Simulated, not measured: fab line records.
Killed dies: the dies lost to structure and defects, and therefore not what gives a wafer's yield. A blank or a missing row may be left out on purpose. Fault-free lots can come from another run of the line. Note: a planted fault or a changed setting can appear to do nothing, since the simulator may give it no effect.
A lot that was struck, set against a sound lot | flow nand_harc | 14 out of 1302 route steps
Sound: these wafers, L554.2, L554.3, L554.5. Wafers L565.2, L565.4, L565.5 were the ones struck. The cause is given at the end.
For every step that has rows: the tool of each side, followed by ch and its chambers, followed by its first start. Under that, the readings that differ: sound wafers | struck wafers | difference of the means | sigmas: that difference in standard deviations of wafers without a fault.
alike: readings whose means differ by less than 2 such deviations, and words and numbers that are the same on both sides. not compared: withheld readings, readings that some wafer has no value for, bounds like >300 that may hide the same value, and numbers for which the record gives no deviation and whose values overlap.
A row with sigmas, a row that says differs or no value, or rows on one side alone: a step with any of these is where the two part. Numbers that don't overlap but have no deviation are shown without sigmas and don't part them. A reading that every wafer of one side lacks parts them only if that side has two wafers or more.

NHARC_P_M2_PVD_20: deposits TaN, target thk 5 nm, time 8.06 s.
  sound on pvd_sputter-01; struck on pvd_sputter-01
  alike: throttle_valve_pct
NHARC_P_M2_PVD_21: deposits Cu, target thk 30 nm, time 20.49 s.
  sound on pvd_sputter-01; struck on pvd_sputter-01
  alike: throttle_valve_pct
then, 2 steps without rows for these wafers: NHARC_P_M2_ECD_22 (material Cu, target thk 400 nm); NHARC_P_M2_ANNEAL_31 (time 90 s).
NHARC_P_M2_CMP_23: polishes, t overpolish 20 s, target thk 144.3 nm.
  sound on cmp-04 ch 1,2,3, day 8 06:08; struck on cmp-02 ch 1,2,3, day 12 22:37
  alike: edge_zone_pressure_frac, motor_current_A, retaining_ring_pressure_frac, time_to_endpoint_s
NHARC_P_M2_THK_MEAS_24: measures by xrf.
  struck on film_metro-02, day 12 22:55; sound on film_metro-02, day 8 06:27
  alike: thk_nm
following that, these wafers have no rows for 1 step: NHARC_P_M2_SRD_25.
NHARC_P_M2_INSPECT_27:
  struck on defect_inspect-01, day 12 23:05; sound on defect_inspect-01, day 8 06:36
  alike: raw_defect_count
NHARC_P_M2_PRE_CLEAN_32: time 12 s.
  sound on pecvd-03 ch 0,2, day 8 06:40; struck on pecvd-02 ch 0,1,2, day 12 23:10
  alike: heater_power_w
then, 1 step without rows for these wafers: NHARC_P_M2_DEP_33 (deposits SiCN, target thk 30 nm).
NHARC_P_BONDPAD_DEP_00: deposits SiCN, target thk 250 nm.
  sound on pecvd-01 ch 0,1,2, day 8 07:13; struck on pecvd-03 ch 0,1, day 12 23:38
  alike: heater_power_w
NHARC_P_BONDPAD_CMP_32: polishes SiCN, target thk 200 nm.
  sound on cmp-01 ch 0,3, day 8 07:35; struck on cmp-01 ch 0,2,3, day 13 00:05
  no value came back on the struck wafers for edge_zone_pressure_frac, motor_current_A (A), retaining_ring_pressure_frac; on the sound wafers edge_zone_pressure_frac reads 0.998 1.005 0.996
NHARC_P_BONDPAD_THK_MEAS_33: measures by ellipsometry.
  struck on film_metro-02, day 13 00:17; sound on film_metro-02, day 8 07:49
  reading     | sound             | struck            | difference | sigmas
  thk_nm (nm) | 200.0 199.0 200.6 | 249.6 253.8 253.6 | +52.5      | +33
following that, these wafers have no rows for 1 step: NHARC_P_BONDPAD_SRD_34.

WHERE THEY PART
Earliest at NHARC_P_BONDPAD_CMP_32; latest, in this record, at NHARC_P_BONDPAD_THK_MEAS_33.

WHY: what the simulator had put in
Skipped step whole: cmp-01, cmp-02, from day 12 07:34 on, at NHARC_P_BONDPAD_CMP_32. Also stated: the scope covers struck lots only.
